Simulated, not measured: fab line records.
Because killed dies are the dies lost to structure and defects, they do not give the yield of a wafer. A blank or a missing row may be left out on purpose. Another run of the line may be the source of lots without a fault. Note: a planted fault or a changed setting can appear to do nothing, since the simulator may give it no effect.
fab line records    flow n5_finfet
record lots=7  wafers=19  last_day=17
route steps=1938 shown BEOL_M3@962 BEOL_M4@1111
lots untouched by any fault: they come from a run of this same line in which no faults occurred
start_h: hours from the record's opening day to when the first of the lot's shown wafers began    wait_h: hours elapsed since this lot's preceding step    " same as the row above    L1.1+2: several wafers, shown together as one row    - either no value or no given start    * or withheld: withheld    < > ~ a bound
route shown NAME@n: NAME is a module with steps in the file, n the number in the route of the first one    usual: mean/standard deviation taken from wafers without a fault    same: alike in all rows    chamber/n: place in a boat    sites: readings site by site    _std_site: the values' standard deviation    _edge_site: outer sites' mean less inner sites'    radius_mm: how far each site lies from the wafer's centre    mask NAME#n: copy n    behind: the last tool/chamber to shape the wafer    hold: what put the lot on hold/how long, in hours/how the hold closed    device: names the non-switching transistor (n, p or np)    end of line: at the end of the route, the tests of the same wafers    for a step that has no rows: nothing shown but its recipe    killed: at the first sort, the dies lost to defects and structure; wafer yield is something else    map: dies across one wafer; x = killed, . = not, _ = none there
set.NAME: the setting that was run; set.NAME@STEP: the one run at that earlier step    model.NAME: the simulator's own value behind a step, which no gauge read
lots at some steps of the route; a table a step, a row a wafer
services: the hour from which a tool's chamber was out of use, counted from the record's first day as start_h (under 0 if before that day), plus the number of hours and why
## steps
# step N5_BEOL_M3_SOFTBAKE_23
# recipe temp_c=110  time_s=60  resist=CAR-EUV
# step N5_BEOL_M3_EXPOSE_25
# recipe mask_id=V2  na=0.33  source_shape=quasar  sigma_inner=0.2  sigma_outer=0.8  polarization=unpolarized  defocus_nm=5  dose_mj=63
# step N5_BEOL_M3_PEB_26
# recipe peb_temp_c=100  peb_time_s=60  resist=CAR-EUV
# step N5_BEOL_M3_DEVELOP_27
# recipe develop_time_s=30  developer=TMAH  resist=CAR-EUV  rinse_liquid=surfactant_rinse  dry=air_spin  dev_temp_c=23
# step N5_BEOL_M3_CD_MEAS_28
# recipe target_cd_nm=25.7  landing_energy_ev=500  detector=se_inlens  target_cd_y_nm=23.3  polarity=opening
# usual cd_nm=25.68/0.24
lot.wafer  tool       chamber  start_h  wait_h  cd_nm
L384.1     cd_sem-03  0        157.86   -       25.72
L384.5     "          0        "        "       25.61
L384.6     "          0        "        "       25.68
L386.2     cd_sem-01  0        176.94   -       25.77
L386.3     "          0        "        "       25.72
L386.5     "          0        "        "       25.71
L395.1     cd_sem-01  0        231.78   -       25.81
L395.4     "          0        "        "       25.37
L396.5     cd_sem-02  0        237.88   -       25.69
L396.6     "          0        "        "       25.74
L394.4     cd_sem-02  0        238.31   -       26.15
L394.5     "          0        "        "       25.43
L394.6     "          0        "        "       25.27
L398.4     cd_sem-02  0        243.64   -       25.40
L398.5     "          0        "        "       25.41
L398.6     "          0        "        "       25.79
L404.1     cd_sem-03  0        289.68   -       25.57
L404.2     "          0        "        "       25.73
L404.5     "          0        "        "       25.98
# step N5_BEOL_M3_OVL_MEAS_29
# recipe points_per_wafer=522
# usual V2_OVL=-0.2/0.72
lot.wafer  tool        chamber  start_h  wait_h  V2_OVL[nm]
L384.1     overlay-01  0        157.89   0.0     0.3
L384.5     "           0        "        "       0.3
L384.6     "           0        "        "       0.7
L386.2     overlay-01  0        176.97   0.0     -0.2
L386.3     "           0        "        "       -1.1
L386.5     "           0        "        "       -1.1
L395.1     overlay-02  0        231.81   0.0     0.2
L395.4     "           0        "        "       0.2
L396.5     overlay-02  0        237.93   0.0     -0.8
L396.6     "           0        "        "       -1.2
L394.4     overlay-01  0        238.35   0.0     -0.6
L394.5     "           0        "        "       -0.2
L394.6     "           0        "        "       -0.2
L398.4     overlay-02  0        243.69   0.0     -0.1
L398.5     "           0        "        "       -0.3
L398.6     "           0        "        "       1.4
L404.1     overlay-01  0        289.71   0.0     0.4
L404.2     "           0        "        "       -1.2
L404.5     "           0        "        "       -0.2
# step N5_BEOL_M3_INSPECT_30
# recipe mode=adi  inspect_instrument=brightfield
# usual raw_defect_count=394/86
lot.wafer  tool               chamber  start_h  wait_h  raw_defect_count
L384.1     defect_inspect-02  -        157.95   0.1     522
L384.5     "                  -        "        "       644
L384.6     "                  -        "        "       540
L386.2     defect_inspect-02  -        177.02   0.0     292
L386.3     "                  -        "        "       289
L386.5     "                  -        "        "       396
L395.1     defect_inspect-01  -        231.86   0.1     437
L395.4     "                  -        "        "       606
L396.5     defect_inspect-01  -        237.97   0.0     337
L396.6     "                  -        "        "       543
L394.4     defect_inspect-01  -        238.39   0.0     625
L394.5     "                  -        "        "       338
L394.6     "                  -        "        "       351
L398.4     defect_inspect-01  -        243.73   0.0     516
L398.5     "                  -        "        "       368
L398.6     "                  -        "        "       492
L404.1     defect_inspect-01  -        289.77   0.1     423
L404.2     "                  -        "        "       325
L404.5     "                  -        "        "       391
# step N5_BEOL_M3_DESCUM_33
# recipe chemistry=O2  time_s=7  source_power_w=50  bias_power_w=20  pressure_mtorr=20  rf_frequency_hz=2.712e+07  temp_c=40  resist=CAR-EUV  o2_flow_sccm=225
# usual drypump_motor_current_A=5.8/0.55  oes_product_au=0.81/0.08  rf_vpp_V=243.8/1.3  showerhead_plenum_p_Torr=2.12/0.062  throttle_valve_pct=20.33/0.23
lot.wafer  tool         chamber  start_h  wait_h  drypump_motor_current_A  oes_product_au  rf_hours_counter_h  rf_vpp_V  showerhead_plenum_p_Torr  throttle_valve_pct
L384.1     rie_diel-03  0        157.98   0.0     5.7                      0.96            13                  242.6     2.06                      19.90
L384.5     "            3        "        "       5.7                      0.92            -                   244.1     2.14                      20.31
L384.6     "            2        "        "       6.4                      0.89            -                   245.4     2.22                      20.20
L386.2     rie_diel-02  0        177.06   0.0     6.1                      0.77            142                 245.5     2.18                      20.03
L386.3     "            3        "        "       4.9                      0.69            233                 243.8     2.15                      20.56
L386.5     "            3        "        "       4.9                      0.69            -                   244.4     2.15                      20.57
L395.1     rie_diel-03  1        231.90   0.0     6.6                      0.72            216                 243.7     2.15                      20.49
L395.4     "            1        "        "       6.6                      0.72            -                   243.0     2.15                      20.49
L396.5     rie_diel-02  2        238.01   0.0     5.1                      0.78            -                   242.8     2.02                      20.46
L396.6     "            1        "        "       5.8                      1.00            -                   243.2     2.05                      20.44
L394.4     rie_diel-03  2        238.43   0.0     6.4                      0.86            53                  246.2     2.21                      20.21
L394.5     "            2        "        "       6.4                      0.86            -                   246.5     2.21                      20.22
L394.6     "            1        "        "       6.6                      0.71            -                   244.1     2.15                      20.47
L398.4     rie_diel-02  2        243.76   0.0     5.0                      0.79            102                 241.8     2.02                      20.47
L398.5     "            3        "        "       4.9                      0.67            -                   243.5     2.14                      20.60
L398.6     "            0        "        "       6.1                      0.75            -                   245.2     2.17                      20.06
L404.1     rie_diel-01  1        289.80   0.0     5.7                      0.75            170                 243.6     2.09                      20.42
L404.2     "            2        "        "       4.9                      0.80            114                 242.8     2.02                      20.21
L404.5     "            3        "        "       5.5                      0.85            -                   244.4     2.12                      20.40
# step N5_BEOL_M3_ETCH_77
# recipe chemistry=N2/H2  target=underlayer  target_depth_a=65  mask_material=CAR-EUV  time_s=5.2  ion_energy_ev=200  pressure_mtorr=30  source_w=840  bias_w=150  n2_flow_sccm=200  h2_flow_sccm=200  ends=cleared
# usual drypump_motor_current_A=5.8/0.55  etch_rf_on_time_s=5.17/0.097  h2_flow_sccm=200.0/0.57  oes_product_au=0.69/0.07  rf_vpp_V=525.0/2.4  showerhead_plenum_p_Torr=2.58/0.08  throttle_valve_pct=17.75/0.21
lot.wafer  tool         chamber  start_h  wait_h  drypump_motor_current_A  etch_rf_on_time_s  h2_flow_sccm  oes_product_au  rf_hours_counter_h  rf_vpp_V  showerhead_plenum_p_Torr  throttle_valve_pct
L384.1     rie_diel-03  0        158.02   0.0     5.7                      5.19               200.3         0.81            13                  522.3     2.50                      17.25
L384.5     "            3        "        "       5.7                      4.95               200.3         0.80            -                   521.6     2.60                      17.68
L384.6     "            2        "        "       6.4                      5.16               199.7         0.76            -                   527.8     2.72                      17.70
L386.2     rie_diel-02  0        177.09   0.0     6.1                      5.27               199.6         0.65            142                 527.4     2.66                      17.63
L386.3     "            3        "        "       4.9                      5.42               199.9         0.58            233                 525.1     2.61                      17.93
L386.5     "            3        "        "       4.9                      5.38               199.9         0.58            -                   525.7     2.61                      17.96
L395.1     rie_diel-03  1        231.93   0.0     6.6                      5.14               200.7         0.62            216                 525.2     2.62                      17.92
L395.4     "            1        "        "       6.6                      5.21               200.6         0.61            -                   526.7     2.62                      17.91
L396.5     rie_diel-02  2        238.04   0.0     5.1                      5.17               199.8         0.68            -                   521.9     2.46                      17.85
L396.6     "            1        "        "       5.8                      5.15               199.7         0.85            -                   523.6     2.50                      17.81
L394.4     rie_diel-03  2        238.46   0.0     6.4                      5.20               198.5         0.72            53                  527.4     2.71                      17.75
L394.5     "            2        "        "       6.4                      5.28               199.4         0.72            -                   528.3     2.71                      17.74
L394.6     "            1        "        "       6.6                      5.30               200.6         0.61            -                   524.7     2.62                      17.94
L398.4     rie_diel-02  2        243.80   0.0     5.1                      5.15               200.1         0.68            102                 521.5     2.46                      17.87
L398.5     "            3        "        "       4.9                      5.26               199.8         0.57            -                   524.3     2.60                      17.98
L398.6     "            0        "        "       6.1                      5.16               200.5         0.65            -                   526.8     2.65                      17.66
L404.1     rie_diel-01  1        289.84   0.0     5.7                      5.12               200.2         0.65            170                 524.4     2.54                      17.84
L404.2     "            2        "        "       4.8                      5.06               199.3         0.69            114                 522.9     2.45                      17.51
L404.5     "            3        "        "       5.5                      5.19               199.5         0.71            -                   526.9     2.57                      17.74
# step N5_BEOL_M3_ETCH_69
# recipe chemistry=CF4  target=SiARC  target_depth_a=156  mask_material=CAR-EUV  time_s=26  ion_energy_ev=80  pressure_mtorr=40  source_w=545  bias_w=36  Ar_flow_sccm=100  cf4_flow_sccm=100  ends=cleared
# usual drypump_motor_current_A=5.8/0.55  etch_rf_on_time_s=25.9/0.44  mfc_ar_sccm=99.96/0.29  oes_product_au=0.69/0.069  rf_vpp_V=184.5/1  showerhead_plenum_p_Torr=2.17/0.061  throttle_valve_pct=15.52/0.25
lot.wafer  tool         chamber  start_h  wait_h  drypump_motor_current_A  etch_rf_on_time_s  mfc_ar_sccm  oes_product_au  rf_hours_counter_h  rf_vpp_V  showerhead_plenum_p_Torr  throttle_valve_pct
L384.1     rie_diel-03  0        158.03   0.0     5.7                      26.5               100.20       0.80            13                  182.9     2.10                      15.01
L384.5     "            3        "        "       5.8                      25.1               100.20       0.80            -                   184.4     2.18                      15.41
L384.6     "            2        "        "       6.4                      25.8               99.54        0.76            -                   185.1     2.27                      15.40
L386.2     rie_diel-02  0        177.11   0.0     6.1                      25.9               99.55        0.66            142                 183.4     2.22                      15.25
L386.3     "            3        "        "       4.9                      26.4               100.05       0.58            233                 184.7     2.20                      15.84
L386.5     "            3        "        "       4.9                      26.6               100.14       0.58            -                   186.2     2.20                      15.86
L395.1     rie_diel-03  1        231.95   0.0     6.5                      25.9               99.30        0.62            216                 185.2     2.20                      15.73
L395.4     "            1        "        "       6.6                      25.8               99.80        0.62            -                   185.8     2.20                      15.73
L396.5     rie_diel-02  2        238.08   0.0     5.1                      25.6               99.28        0.68            -                   183.0     2.08                      15.64
L396.6     "            1        "        "       5.8                      26.0               100.71       0.85            -                   183.7     2.11                      15.59
L394.4     rie_diel-03  2        238.48   0.0     6.4                      25.6               100.31       0.74            53                  183.8     2.26                      15.44
L394.5     "            2        "        "       6.4                      25.7               100.00       0.73            -                   185.6     2.26                      15.42
L394.6     "            1        "        "       6.6                      26.2               99.91        0.61            -                   186.2     2.20                      15.73
L398.4     rie_diel-02  2        243.82   0.0     5.1                      25.7               99.99        0.67            102                 182.5     2.08                      15.64
L398.5     "            3        "        "       4.9                      26.4               100.36       0.58            -                   184.2     2.19                      15.88
L398.6     "            0        "        "       6.1                      25.8               99.78        0.65            -                   183.4     2.21                      15.29
L404.1     rie_diel-01  1        289.85   0.0     5.7                      25.7               99.67        0.65            170                 183.7     2.14                      15.63
L404.2     "            2        "        "       4.8                      25.5               99.87        0.69            114                 184.1     2.07                      15.39
L404.5     "            3        "        "       5.5                      26.3               100.01       0.72            -                   185.1     2.18                      15.57
# step N5_BEOL_M3_ALD_98
# recipe material=SiO2  target_thk_a=25  temp_c=100  ald_precursor_family=BDEAS  ald_co_reactant=O2-plasma  pulse_time_s=1  co_reactant_pulse_time_s=1  purge_time_s=2  co_reactant_purge_time_s=2  ald_cycles=17  pressure_torr=2
# usual heater_power_outer_w=38/5  heater_power_w=75/7.3  precursor_pulse_height_rel=0.999/0.02  susceptor_temp_C=100.00/0.13
# same co_reactant_pulse_time_s=1
lot.wafer  tool        chamber  start_h  wait_h  heater_power_outer_w  heater_power_w  precursor_pulse_height_rel  susceptor_temp_C
L384.1     ald_sin-03  2        158.41   0.3     28                    63              1.009                       100.07
L384.5     "           3        "        "       36                    70              1.036                       99.73
L384.6     "           0        "        "       39                    79              0.997                       100.10
L386.2     ald_sin-03  3        177.24   0.1     35                    70              1.020                       99.93
L386.3     "           1        "        "       37                    75              1.017                       100.16
L386.5     "           0        "        "       39                    81              1.009                       100.02
L395.1     ald_sin-03  3        232.03   0.1     35                    70              0.990                       99.99
L395.4     "           0        "        "       39                    79              0.969                       99.88
L396.5     ald_sin-02  1        238.18   0.1     42                    82              0.986                       100.00
L396.6     "           2        "        "       39                    75              1.011                       99.95
L394.4     ald_sin-03  0        238.56   0.1     40                    78              1.003                       99.82
L394.5     "           3        "        "       36                    70              1.009                       99.99
L394.6     "           2        "        "       29                    64              0.964                       99.87
L398.4     ald_sin-03  0        243.99   0.1     40                    79              0.989                       99.86
L398.5     "           3        "        "       36                    72              1.012                       100.10
L398.6     "           2        "        "       30                    62              0.956                       99.91
L404.1     ald_sin-02  1        289.94   0.1     41                    83              0.987                       100.17
L404.2     "           3        "        "       45                    85              1.007                       100.10
L404.5     "           0        "        "       35                    68              1.024                       99.97
# step N5_BEOL_M3_ETCHBACK_99
# recipe chemistry=CHF3  target=SiO2  target_depth_a=50  time_s=10.4  source_w=215  bias_w=47  Ar_flow_sccm=200  CHF3_flow_sccm=12  ion_energy_ev=100  pressure_mtorr=30
# usual drypump_motor_current_A=5.8/0.53  mfc_ar_sccm=199.9/0.59  oes_product_au=0.82/0.084  rf_vpp_V=241.4/1.9  showerhead_plenum_p_Torr=2.18/0.065  throttle_valve_pct=16.97/0.24
lot.wafer  tool         chamber  start_h  wait_h  drypump_motor_current_A  mfc_ar_sccm  oes_product_au  rf_hours_counter_h  rf_vpp_V  showerhead_plenum_p_Torr  throttle_valve_pct
L384.1     rie_diel-01  1        161.78   3.3     5.7                      199.0        0.79            131                 243.0     2.16                      16.99
L384.5     "            0        "        "       5.8                      200.3        0.84            -                   241.2     2.29                      17.12
L384.6     "            1        "        "       5.7                      199.9        0.78            -                   242.6     2.16                      16.97
L386.2     rie_diel-03  0        178.45   1.2     5.7                      200.1        0.94            18                  242.3     2.11                      16.53
L386.3     "            1        "        "       6.6                      200.0        0.72            199                 241.9     2.22                      17.13
L386.5     "            1        "        "       6.6                      200.1        0.73            -                   241.5     2.22                      17.14
L395.1     rie_diel-03  3        235.19   3.1     5.7                      200.8        0.89            42                  242.9     2.19                      16.91
L395.4     "            1        "        "       6.6                      200.7        0.72            218                 242.2     2.21                      17.16
L396.5     rie_diel-03  3        238.55   0.3     5.7                      200.5        0.88            -                   240.9     2.19                      16.92
L396.6     "            2        "        "       6.4                      200.0        0.85            -                   238.9     2.28                      16.87
L394.4     rie_diel-03  3        238.91   0.3     5.8                      199.5        0.89            43                  242.9     2.19                      16.93
L394.5     "            0        "        "       5.7                      198.3        0.90            -                   244.1     2.11                      16.56
L394.6     "            1        "        "       6.6                      199.7        0.71            -                   240.9     2.21                      17.17
L398.4     rie_diel-01  0        245.10   1.1     5.8                      200.4        0.83            66                  242.5     2.28                      17.18
L398.5     "            1        "        "       5.7                      199.9        0.76            -                   243.1     2.15                      17.04
L398.6     "            0        "        "       5.8                      200.6        0.83            -                   242.5     2.28                      17.19
L404.1     rie_diel-02  0        292.78   2.8     6.1                      199.7        0.73            180                 240.0     2.22                      16.77
L404.2     "            1        "        "       5.8                      199.1        0.91            20                  241.0     2.11                      17.14
L404.5     "            0        "        "       6.1                      199.3        0.74            -                   240.6     2.22                      16.77
# step N5_BEOL_M3_ETCH_70
# recipe chemistry=N2/H2  target=SOC  target_depth_a=800  overetch_a=160  mask_material=SiARC  temp_c=40  time_s=120  ion_energy_ev=200  pressure_mtorr=30  source_w=840  bias_w=150  n2_flow_sccm=200  h2_flow_sccm=200
# usual drypump_motor_current_A=5.8/0.53  h2_flow_sccm=200.0/0.63  oes_product_au=0.63/0.062  rf_vpp_V=525.0/2.4  showerhead_plenum_p_Torr=2.58/0.082  throttle_valve_pct=17.70/0.2
lot.wafer  tool         chamber  start_h  wait_h  drypump_motor_current_A  h2_flow_sccm  oes_product_au  rf_hours_counter_h  rf_vpp_V  showerhead_plenum_p_Torr  throttle_valve_pct  model.SiARC_of_BEOL_M3_COAT_68.thk_nm
L384.1     rie_diel-01  1        161.82   0.0     5.6                      200.3         0.60            131                 523.9     2.56                      17.75               6.2
L384.5     "            0        "        "       5.8                      199.8         0.65            -                   528.1     2.69                      17.79               6.4
L384.6     "            1        "        "       5.7                      200.1         0.60            -                   524.2     2.56                      17.73               6.2
L386.2     rie_diel-03  0        178.49   0.0     5.7                      200.5         0.71            18                  522.7     2.50                      17.25               6.4
L386.3     "            1        "        "       6.6                      199.3         0.56            199                 525.4     2.63                      17.84               6.6
L386.5     "            1        "        "       6.6                      199.4         0.56            -                   525.7     2.63                      17.86               6.6
L395.1     rie_diel-03  3        235.23   0.0     5.8                      200.7         0.67            42                  524.7     2.59                      17.69               7.2
L395.4     "            1        "        "       6.6                      199.4         0.55            218                 526.4     2.62                      17.89               6.4
L396.5     rie_diel-03  3        238.61   0.0     5.8                      200.1         0.67            -                   524.2     2.58                      17.69               6
L396.6     "            2        "        "       6.4                      200.3         0.65            -                   527.8     2.71                      17.70               7.4
L394.4     rie_diel-03  3        238.94   0.0     5.8                      199.3         0.67            43                  524.8     2.58                      17.66               6.2
L394.5     "            0        "        "       5.7                      201.1         0.69            -                   521.3     2.49                      17.28               6.4
L394.6     "            1        "        "       6.6                      200.4         0.55            -                   525.2     2.62                      17.88               7.6
L398.4     rie_diel-01  0        245.14   0.0     5.8                      199.5         0.63            66                  526.5     2.68                      17.82               6.2
L398.5     "            1        "        "       5.7                      200.0         0.58            -                   524.7     2.55                      17.77               6.2
L398.6     "            0        "        "       5.8                      199.8         0.63            -                   527.3     2.68                      17.82               6.2
L404.1     rie_diel-02  0        292.82   0.0     6.1                      199.8         0.56            180                 526.5     2.65                      17.65               6.4
L404.2     "            1        "        "       5.8                      199.7         0.70            20                  521.6     2.49                      17.80               6.4
L404.5     "            0        "        "       6.1                      199.4         0.57            -                   527.3     2.65                      17.68               6.4
# step N5_BEOL_M3_STRIP_71
# recipe chemistry=N2/H2  temp_c=40  n2_flow_sccm=200  h2_flow_sccm=200  rf_frequency_hz=6e+07
# step N5_BEOL_M4_RC_MEAS_101
# usual DIBL_N=36.3/1.4  DIBL_P=36.2/1.5  IOFF_N=0.160/0.021  IOFF_P=0.211/0.027  ION_N=676/7.7  ION_P=463/5.5  SS_N=71.4/0.57  SS_P=73.3/0.58  VT_N=249.3/2.5  VT_P=-250.1/2.6
lot.wafer  tool       chamber  start_h  wait_h  DIBL_N[mV/V]  DIBL_P[mV/V]  IOFF_N[nA/um]  IOFF_P[nA/um]  ION_N[uA/um]  ION_P[uA/um]  SS_N[mV/dec]  SS_P[mV/dec]  VT_N[mV]  VT_P[mV]
L384.1     prober-02  0        183.55   0.0     39.3          40.3          0.204          0.276          684           468           72.2          74.4          247.3     -245.4
L384.5     "          0        "        "       37.5          37.0          0.157          0.220          679           463           71.8          74.5          250.5     -245.8
L384.6     "          0        "        "       37.5          37.4          0.174          0.225          678           458           71.0          74.0          248.4     -248.4
L386.2     prober-02  0        192.88   0.2     37.1          37.7          0.172          0.192          692           455           72.7          74.0          250.4     -252.0
L386.3     "          0        "        "       36.5          37.5          0.165          0.189          683           464           71.8          73.8          252.0     -253.6
L386.5     "          0        "        "       37.3          37.5          0.169          0.193          690           463           71.8          73.3          252.2     -252.7
L395.1     prober-01  0        249.80   0.0     35.4          35.0          0.166          0.224          673           467           71.1          73.1          247.3     -246.8
L395.4     "          0        "        "       37.2          36.1          0.185          0.243          686           470           72.3          74.2          243.0     -244.7
L394.4     prober-01  0        261.02   0.5     35.5          35.5          0.155          0.215          680           468           71.2          73.2          253.7     -250.6
L394.5     "          0        "        "       34.2          35.0          0.144          0.199          676           468           70.8          72.9          249.9     -249.5
L394.6     "          0        "        "       35.5          35.8          0.159          0.211          679           468           71.2          73.4          251.2     -249.6
L396.5     prober-02  0        261.40   0.6     36.9          35.7          0.155          0.238          669           465           71.5          73.7          249.3     -247.5
L396.6     "          0        "        "       39.6          38.9          0.220          0.301          697           480           72.0          74.3          242.6     -244.7
L398.4     prober-02  0        266.12   0.5     35.7          34.3          0.151          0.187          678           461           71.4          73.4          248.5     -252.5
L398.5     "          0        "        "       36.9          36.2          0.186          0.221          687           465           71.2          73.2          245.8     -249.5
L398.6     "          0        "        "       35.0          33.3          0.149          0.179          677           460           70.6          72.4          249.8     -250.6
L404.1     prober-01  0        313.17   0.0     35.4          35.1          0.131          0.199          674           464           71.6          72.8          253.6     -252.5
L404.2     "          0        "        "       39.0          38.7          0.198          0.253          678           463           72.7          73.9          248.9     -249.4
L404.5     "          0        "        "       35.8          35.4          0.136          0.192          668           455           72.0          72.1          253.2     -252.4
## services
tool         chamber  start_h  hours  kind
rie_diel-01  3        135.89   14.2   repair
rie_diel-02  0        141.71   3.3    repair
rie_diel-03  3        151.46   4.3    repair
ald_sin-02   -        151.52   6.0    pm
rie_diel-03  2        170.31   8.0    repair
ald_sin-02   -        177.52   14.0   pm
rie_diel-02  1        210.87   -      clean
rie_diel-02  1        210.87   -      consumable_replace:focus_ring
rie_diel-02  1        210.87   26.1   scheduled_down
rie_diel-02  1        210.87   26.1   vent_cycle
rie_diel-03  3        214.67   3.1    repair
rie_diel-01  0        216.59   1.2    repair
ald_sin-02   -        216.71   1.4    repair
rie_diel-02  -        219.04   0.7    repair
rie_diel-03  2        224.91   9.3    repair
ald_sin-02   1        226.62   1.5    repair
rie_diel-03  0        240.51   12.8   repair
rie_diel-02  3        256.42   2.8    repair
rie_diel-02  3        259.42   -      clean
rie_diel-02  3        259.42   -      consumable_replace:focus_ring
rie_diel-02  3        259.42   25.7   scheduled_down
ald_sin-03   3        265.01   4.2    repair
rie_diel-02  2        267.02   6.3    repair
ald_sin-03   -        267.83   1.2    repair
## key
first_sign none at tools or gauges
model_effect step=N5_BEOL_M3_ETCH_70  value=SiARC_of_BEOL_M3_COAT_68.thk_nm  without=6.4  struck=7.4
met_at N5_BEOL_M3_ETCH_70
struck_wafers L394.6,L395.1,L396.6
onset_between 178.49 235.23
fault kind=process_parameter_drift  tool=rie_diel-03  chamber=-  onset_h=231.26  steps=N5_BEOL_M3_ETCH_70  channel=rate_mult  offset=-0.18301  shape=step  end_h=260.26  scope=struck_wafers_only
